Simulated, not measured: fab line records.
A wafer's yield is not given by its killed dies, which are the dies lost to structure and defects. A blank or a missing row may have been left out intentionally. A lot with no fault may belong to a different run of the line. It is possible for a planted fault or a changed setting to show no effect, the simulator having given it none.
fab line records	flow n5Finfet
record lots=10	wafers=29	lastDay=17
route steps=1938 shown MOL_CONTACT_COAG@613 BEOL_M0_SAQP@635 BEOL_M4@1111 PASSIVATION@1936
lots that met no fault: from a run of the same line without faults
startH: hours from the record's first day to the start of the lot's first wafer shown	waitH: hours elapsed since this lot's preceding step	" unchanged from the row above	L1.1+2: several wafers, shown together as one row	- value missing, or start not given	* or withheld: withheld	< > ~ a bound
route shown NAME@n: names a module that has steps shown in the file, with the first one's number in the route	usual: the fault-free wafers' mean and standard deviation	same: alike in all rows	chamber/n: place in a boat	sites: each site's reading	_std_site: the standard deviation of these	_edge_site: the outer-site mean with the inner-site mean subtracted	radiusMm: for every site, how far away it sits from the centre of the wafer	mask NAME#n: copy n	behind: the most recent tool/chamber to have shaped the wafer	hold: reason for holding the lot/hours on hold/outcome of the hold	device: names the non-switching transistor (n, p or np)	end of line: tests run on the same wafers once the route is complete	a step with no rows: only its recipe	killed: dies that structure and defects cost at the first sort, which is not the same as the wafer's yield	map: dies across one wafer; x = killed, . = not, _ = none there
set.NAME: the setting that was run; set.NAME@STEP: the one run at that earlier step	model.NAME: the simulator's own value behind a step, which no gauge read
a sample of lots followed through the steps of the route, with each step as a table and each wafer as a row
services: the hour from which a tool's chamber was out of use, counted from the record's first day as startH (under 0 if before that day), plus the number of hours and why
## steps
# step N5_MOL_CONTACT_COAG_ETCHBACK_136
# recipe chemistry=CHF3	target=SiO2	targetDepthA=250	timeS=16.7	ionEnergyEv=200	pressureMtorr=30	sourceW=610	biasW=170	Ar_flow_sccm=200	CHF3_flow_sccm=50
# usual drypumpMotorCurrentA=5.6/0.4	oesProductAu=0.77/0.082	rfVppV=517/17	showerheadPlenumPTorr=2.35/0.06	throttleValvePct=18.77/0.17
lot.wafer	tool	chamber	startH	waitH	drypumpMotorCurrentA	oesProductAu	rfHoursCounterH	rfVppV	showerheadPlenumPTorr	throttleValvePct
L759.1	rieDiel-02	0	101.94	0.0	5.9	0.73	204	540	2.46	18.67
L759.3	"	3	"	"	5.2	0.92	22	525	2.34	18.81
L759.6	"	1	"	"	5.6	0.73	-	508	2.26	18.48
L760.1	rieDiel-06	2	115.55	0.0	5.5	0.74	163	536	2.36	18.88
L760.4	"	0	"	"	5.7	0.66	231	486	2.36	18.86
L760.5	"	3	"	"	5.5	0.89	-	524	2.35	18.65
L761.4	rieDiel-06	3	116.33	0.0	5.5	0.90	37	524	2.35	18.64
L761.5	"	0	"	"	5.7	0.67	-	486	2.36	18.85
L761.6	"	3	"	"	5.5	0.89	-	524	2.35	18.65
L765.3	rieDiel-02	3	149.35	0.0	5.2	0.89	39	524	2.33	18.84
L765.4	"	2	"	"	4.8	0.75	168	515	2.43	18.51
L765.5	"	1	"	"	5.7	0.73	-	509	2.26	18.50
L767.3	rieDiel-06	1	153.48	0.0	6.2	0.93	28	554	2.32	18.79
L767.5	"	0	"	"	5.7	0.65	-	486	2.36	18.90
L767.6	"	3	"	"	5.5	0.88	-	524	2.34	18.68
L768.2	rieDiel-04	3	160.42	0.0	5.5	0.79	115	515	2.32	18.83
L768.5	"	1	"	"	5.2	0.76	-	512	2.30	19.08
L777.1	rieDiel-06	0	212.10	0.0	5.7	0.94	8	486	2.35	18.51
L777.2	"	1	"	"	6.2	0.88	52	555	2.31	18.84
L777.3	"	3	"	"	5.5	0.84	75	524	2.33	18.72
L780.2	rieDiel-04	1	225.61	0.0	5.1	0.75	169	511	2.29	19.16
L780.5	"	3	"	"	5.5	0.78	-	516	2.31	18.87
L780.6	"	0	"	"	6.1	0.71	-	510	2.44	18.78
L781.2	rieDiel-04	1	236.18	0.0	5.1	0.74	173	511	2.29	19.15
L781.4	"	2	"	"	6.0	0.68	228	501	2.35	18.78
L781.5	"	3	"	"	5.5	0.77	-	513	2.31	18.87
L782.3	rieDiel-04	1	241.97	0.0	5.1	0.74	175	511	2.29	19.16
L782.4	"	3	"	"	5.5	0.77	144	514	2.31	18.87
L782.5	"	1	"	"	5.1	0.74	-	512	2.29	19.13
# step N5_MOL_CONTACT_COAG_CMP_52
# recipe stopOn=SiO2	tOverpolishS=1.5	postCmpClean=wDiluteNh4oh	downForcePsi=4	platenRpm=50.289	padVelocityMS=1.0006	targetThkNm=66.5
# usual motorCurrentA=12.0/0.86	overpolishRunS=1.501/0.0093	timeToEndpointS=14.1/2.3
lot.wafer	tool	chamber	startH	waitH	motorCurrentA	overpolishRunS	timeToEndpointS
L759.1	cmp-02	2	102.77	0.0	12.4	1.510	13.6
L759.3	"	3	"	"	10.9	1.508	13.8
L759.6	"	2	"	"	12.9	1.493	9.5
L760.4	cmp-04	3	116.42	0.1	12.3	1.497	14.7
L760.1	"	1	"	"	12.5	1.507	14.1
L760.5	"	2	"	"	11.4	1.521	13.9
L761.4	cmp-02	3	117.16	0.0	10.7	1.497	12.9
L761.5	"	3	"	"	10.8	1.508	12.3
L761.6	"	0	"	"	13.1	1.503	14.5
L765.3	cmp-01	3	150.26	0.1	11.4	1.503	15.5
L765.4	"	0	"	"	11.8	1.500	14.8
L765.5	"	2	"	"	10.8	1.498	15.6
L767.3	cmp-02	3	154.33	0.0	11.4	1.517	15.4
L767.6	"	3	"	"	11.2	1.519	15.6
L767.5	"	0	"	"	13.3	1.495	15.0
L768.2	cmp-04	1	161.33	0.1	12.1	1.498	14.2
L768.5	"	0	"	"	10.5	1.484	14.2
L777.2	cmp-02	2	212.94	0.0	13.3	1.514	11.7
L777.3	"	0	"	"	12.5	1.500	9.9
L777.1	"	1	"	"	13.2	1.502	16.4
L780.2	cmp-04	3	226.45	0.0	11.8	1.491	15.9
L780.6	"	3	"	"	12.7	1.504	17.0
L780.5	"	0	"	"	11.0	1.500	13.6
L781.4	cmp-04	3	237.02	0.0	12.5	1.493	17.3
L781.2	"	2	"	"	12.1	1.499	15.8
L781.5	"	3	"	"	13.3	1.500	19.1
L782.4	cmp-02	1	242.85	0.1	12.9	1.492	16.1
L782.3	"	3	"	"	11.2	1.500	12.1
L782.5	"	1	"	"	13.1	1.496	16.7
# step N5_MOL_CONTACT_COAG_INSPECT_97
# recipe inspectInstrument=darkfield	mode=postAnneal
# usual rawDefectCount=47/15
lot.wafer	tool	chamber	startH	waitH	rawDefectCount
L759.1	defectInspect-01	-	106.13	0.0	37
L759.3	"	-	"	"	46
L759.6	"	-	"	"	30
L760.1	defectInspect-01	-	119.73	0.0	50
L760.4	"	-	"	"	59
L760.5	"	-	"	"	48
L761.4	defectInspect-01	-	131.30	0.1	57
L761.5	"	-	"	"	29
L761.6	"	-	"	"	53
L765.3	defectInspect-02	-	153.57	0.1	39
L765.4	"	-	"	"	33
L765.5	"	-	"	"	35
L767.3	defectInspect-01	-	157.73	0.1	70
L767.5	"	-	"	"	47
L767.6	"	-	"	"	59
L768.2	defectInspect-01	-	164.62	0.0	48
L768.5	"	-	"	"	88
L777.1	defectInspect-02	-	216.30	0.0	47
L777.2	"	-	"	"	55
L777.3	"	-	"	"	59
L780.2	defectInspect-02	-	229.82	0.1	49
L780.5	"	-	"	"	33
L780.6	"	-	"	"	33
L781.2	defectInspect-01	-	240.38	0.0	27
L781.4	"	-	"	"	28
L781.5	"	-	"	"	28
L782.3	defectInspect-01	-	246.20	0.1	44
L782.4	"	-	"	"	51
L782.5	"	-	"	"	59
# step N5_BEOL_M0_SAQP_PECVD_03
# recipe material=SiCN	targetThkA=120	tempC=withheld	precursor=3MS/NH3	pressureTorr=3	rfW=202	timeS=21.1
# usual chamberPressureTorr=3.000/0.0075	runLengthS=51.2/0.58	showerheadPlenumPTorr=3.665/0.015	showerheadVppV=842/41	throttleValvePct=9.0/0.68
lot.wafer	tool	chamber	startH	waitH	chamberPressureTorr	runLengthS	showerheadPlenumPTorr	showerheadVppV	throttleValvePct
L759.1	pecvd-02	0	108.51	0.1	3.005	51.7	3.665	873	8.2
L759.3	"	1	"	"	3.002	51.8	3.696	838	10.3
L759.6	"	1	"	"	3.015	52.3	3.677	833	10.3
L760.1	pecvd-03	0	122.27	0.1	3.008	51.0	3.676	918	10.3
L760.4	"	1	"	"	3.003	50.5	3.640	844	8.2
L760.5	"	1	"	"	3.014	50.5	3.643	865	8.3
L761.4	pecvd-04	2	132.50	0.1	2.993	51.3	3.675	808	9.2
L761.5	"	0	"	"	3.004	52.1	3.653	872	8.6
L761.6	"	1	"	"	2.986	51.2	3.675	844	8.8
L765.3	pecvd-04	1	154.43	0.1	3.000	51.1	3.684	850	8.7
L765.4	"	2	"	"	2.994	51.4	3.676	800	9.1
L765.5	"	2	"	"	2.996	50.9	3.663	806	8.9
L767.3	pecvd-04	0	159.59	0.1	2.991	51.4	3.646	887	8.5
L767.5	"	0	"	"	2.995	51.8	3.648	858	8.5
L767.6	"	2	"	"	3.005	57.2	3.674	797	9.3
L768.2	pecvd-04	2	165.47	0.1	2.994	58.4	3.664	800	9.1
L768.5	"	2	"	"	3.010	50.7	3.668	797	9.1
L777.1	pecvd-02	2	217.31	0.1	2.997	50.6	3.650	767	8.5
L777.2	"	1	"	"	2.997	51.9	3.698	851	10.5
L777.3	"	0	"	"	3.008	52.1	3.664	891	8.6
L780.2	pecvd-04	1	231.16	0.1	2.997	51.0	3.665	874	9.0
L780.5	"	1	"	"	2.995	51.1	3.676	851	9.0
L780.6	"	2	"	"	2.987	50.9	3.671	797	8.8
L781.2	pecvd-04	2	241.63	0.1	3.008	50.8	3.676	811	9.2
L781.4	"	1	"	"	3.014	50.9	3.660	854	9.0
L781.5	"	2	"	"	3.011	50.8	3.676	802	9.1
L782.3	pecvd-04	2	247.65	0.1	2.999	51.3	3.675	798	9.3
L782.4	"	1	"	"	2.995	51.4	3.667	876	8.9
L782.5	"	1	"	"	3.003	51.4	3.680	859	9.1
# step N5_BEOL_M4_RC_MEAS_101
# usual DIBL_N=37.3/2.3	DIBL_P=37.4/2.9	IOFF_N=0.18/0.045	IOFF_P=0.25/0.054	ION_N=679/15	ION_P=468/9.7	SS_N=71.8/0.62	SS_P=73.6/0.76	VT_N=248/4.1	VT_P=-248/3.6
lot.wafer	tool	chamber	startH	waitH	DIBL_N[mV/V]	DIBL_P[mV/V]	IOFF_N[nA/um]	IOFF_P[nA/um]	ION_N[uA/um]	ION_P[uA/um]	SS_N[mV/dec]	SS_P[mV/dec]	VT_N[mV]	VT_P[mV]
L759.1	prober-02	0	163.72	0.0	40.0	39.1	0.22	0.33	686	470	71.7	73.7	242	-242
L759.3	"	0	"	"	36.8	35.1	0.16	0.23	680	469	71.4	73.0	249	-248
L759.6	"	0	"	"	42.1	40.9	0.27	0.35	691	472	72.3	74.2	243	-241
L760.1	prober-01	0	182.56	0.0	36.8	37.7	0.16	0.26	687	483	72.0	74.3	247	-246
L760.4	"	0	"	"	36.2	35.5	0.14	0.24	669	466	71.4	73.4	251	-245
L760.5	"	0	"	"	37.5	37.9	0.17	0.28	689	482	71.9	73.8	246	-246
L761.4	prober-02	0	189.93	0.5	33.6	32.9	0.12	0.20	655	456	71.0	73.3	252	-247
L761.5	"	0	"	"	32.9	33.4	0.12	0.20	667	469	70.7	72.9	255	-248
L761.6	"	0	"	"	37.0	36.0	0.18	0.24	675	464	71.3	73.5	247	-249
L765.3	prober-02	0	214.31	0.3	34.8	33.3	0.13	0.20	670	466	70.5	74.2	250	-251
L765.4	"	0	"	"	36.0	36.1	0.16	0.25	673	460	71.8	74.5	247	-249
L765.5	"	0	"	"	33.0	31.3	0.11	0.18	672	465	70.0	73.2	253	-251
L767.3	prober-02	0	216.15	0.3	40.4	39.5	0.25	0.31	708	483	72.6	74.4	242	-243
L767.5	"	0	"	"	38.3	36.6	0.18	0.26	667	464	71.1	73.6	246	-245
L767.6	"	0	"	"	38.9	38.0	0.20	0.27	701	481	72.2	73.5	245	-245
L768.2	prober-02	0	218.02	0.2	39.1	39.9	0.21	0.28	685	467	71.8	74.1	245	-247
L768.5	"	0	"	"	41.6	44.0	0.27	0.34	706	480	73.0	75.6	244	-245
L777.1	prober-01	0	274.23	0.0	38.1	38.7	0.18	0.23	679	459	72.0	73.5	246	-250
L777.2	"	0	"	"	39.1	39.5	0.20	0.24	674	458	71.9	73.8	246	-250
L777.3	"	0	"	"	36.4	35.6	0.16	0.19	685	465	71.9	73.0	249	-252
L780.2	prober-02	0	295.89	0.2	40.7	41.8	0.23	0.30	679	467	72.8	73.9	244	-248
L780.5	"	0	"	"	35.8	35.6	0.14	0.20	662	462	71.7	73.1	252	-252
L780.6	"	0	"	"	39.5	41.2	0.22	0.28	677	464	73.2	74.6	246	-249
L781.2	prober-01	0	300.67	0.2	38.2	37.6	0.17	0.22	663	455	72.4	73.6	254	-252
L781.4	"	0	"	"	38.9	41.0	0.22	0.31	688	470	72.6	74.6	244	-246
L781.5	"	0	"	"	34.8	34.9	0.12	0.19	654	460	71.5	73.9	257	-251
L782.3	prober-02	0	301.76	0.3	38.2	36.8	0.19	0.30	680	476	71.5	73.7	246	-242
L782.4	"	0	"	"	37.2	36.0	0.18	0.26	681	468	71.3	73.0	246	-246
L782.5	"	0	"	"	34.7	33.0	0.13	0.21	675	472	71.0	72.6	251	-248
# step N5_PASSIVATION_PROBE_49
# usual defectLimitedYield=91.3/1.5	killed_at_M0_to_M3=35/8.7	killed_at_M4_up=14/5.5	killedAtContacts=11/5.6	killedAtFrontEnd=39/13	killedAtOther=3.7/2.2	killedDies=103/18	killedOpen=69/14	killedShort=33/7.8	sort_bin_5_function=5.1/0.99	sort_bin_6_memory=3.3/0.67	sort_bin_8_speed=0.02/0.17	sortNPass=1077/18	sortYieldPct=91.2/1.5
# same grossDies=1180	killedAtBackSide=0	sort_bin_4_leakage[%]=0
lot.wafer	tool	chamber	startH	waitH	defectLimitedYield[%]	killed_at_M0_to_M3	killed_at_M4_up	killedAtContacts	killedAtFrontEnd	killedAtOther	killedDies	killedOpen	killedShort	sort_bin_5_function[%]	sort_bin_6_memory[%]	sort_bin_8_speed[%]	sortNPass	sortYieldPct[%]
L767.3	prober-01	-	312.96	0.1	91.1	28	26	25	21	5	105	70	35	5.6	3.1	0	1075	91.1
L767.5	prober-01	-	313.06	0.2	90.9	30	22	14	36	5	107	76	31	5.8	2.8	0	1073	90.9
L767.6	prober-01	-	313.11	0.3	92.5	27	11	21	29	0	88	63	25	4.3	3.0	0	1092	92.5
# killed by level:class
L767.3 MOL_CONTACT_COAG:geometricParticle:open=19 GATE_CUT:geometricParticle:short=8 BEOL_M1:geometricParticle:open=8 BEOL_M4:geometricParticle:open=8 MOL_CONTACT_COAG:geometricParticle:short=6 BEOL_M0_SAQP:geometricParticle:open=6 BEOL_M0_SAQP:geometricParticle:short=5 BEOL_M7:geometricParticle:open=5
L767.5 BEOL_M2:geometricParticle:open=12 MOL_CONTACT_COAG:geometricParticle:open=10 DUMMY_GATE:geometricParticle:open=7 BEOL_M1:geometricParticle:open=7 STI_FIN_REVEAL:geometricParticle:open=6 BEOL_M5:geometricParticle:open=6 BEOL_M4:geometricParticle:open=5 FIN_SAQP:geometricParticle:short=4
L767.6 MOL_CONTACT_COAG:geometricParticle:open=18 BEOL_M1:geometricParticle:open=11 FIN_SAQP:geometricParticle:short=5 DUMMY_GATE:geometricParticle:open=5 BEOL_M2:geometricParticle:open=5 STI_FIN_REVEAL:geometricParticle:open=4 GATE_CUT:geometricParticle:short=4 BEOL_M1:geometricParticle:short=4
## services
tool	chamber	startH	hours	kind
cmp-02	-	82.17	0.3	repair
pecvd-02	-	88.15	6.0	pm
cmp-04	-	92.54	5.5	pm
cmp-01	-	107.28	1.0	repair
pecvd-03	2	116.78	12.4	repair
cmp-01	-	123.52	5.5	pm
cmp-02	-	127.19	4.0	pm
cmp-04	-	129.22	6.5	pm
pecvd-04	0	142.65	15.8	repair
cmp-01	-	145.63	2.8	repair
rieDiel-06	2	148.52	29.0	repair
pecvd-02	-	156.71	0.9	repair
rieDiel-02	3	166.84	4.9	repair
rieDiel-02	-	177.25	2.8	pm
cmp-02	-	179.60	1.8	repair
cmp-04	-	184.25	1.1	repair
pecvd-04	1	186.97	5.1	repair
rieDiel-02	0	197.42	3.8	repair
cmp-04	-	198.19	22.5	repair
pecvd-04	-	216.52	1.1	repair
cmp-02	-	223.84	3.7	repair
pecvd-04	0	230.12	17.9	repair
cmp-04	-	231.92	0.6	repair
rieDiel-06	0	247.66	11.7	repair
## key
firstSign step=N5_BEOL_M0_SAQP_PECVD_03	reading=runLengthS	direction=up	sigmas=11	usual=*	struck=*
effect none on later readings
metAt N5_BEOL_M0_SAQP_PECVD_03
struckLots L767,L768
struckWafers L767.6,L768.2
notActingAt N5_MOL_CONTACT_COAG_ETCHBACK_136,N5_MOL_CONTACT_COAG_CMP_52,N5_MOL_CONTACT_COAG_INSPECT_97
onsetBetween 154.43 159.59
fault kind=processParameterDrift	tool=pecvd-04	chamber=-	onsetH=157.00	steps=N5_BEOL_M0_SAQP_PECVD_03	channel=timeS	offset=*	shape=step	endH=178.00	scope=struckWafersOnly	actsIn=*	stated=*
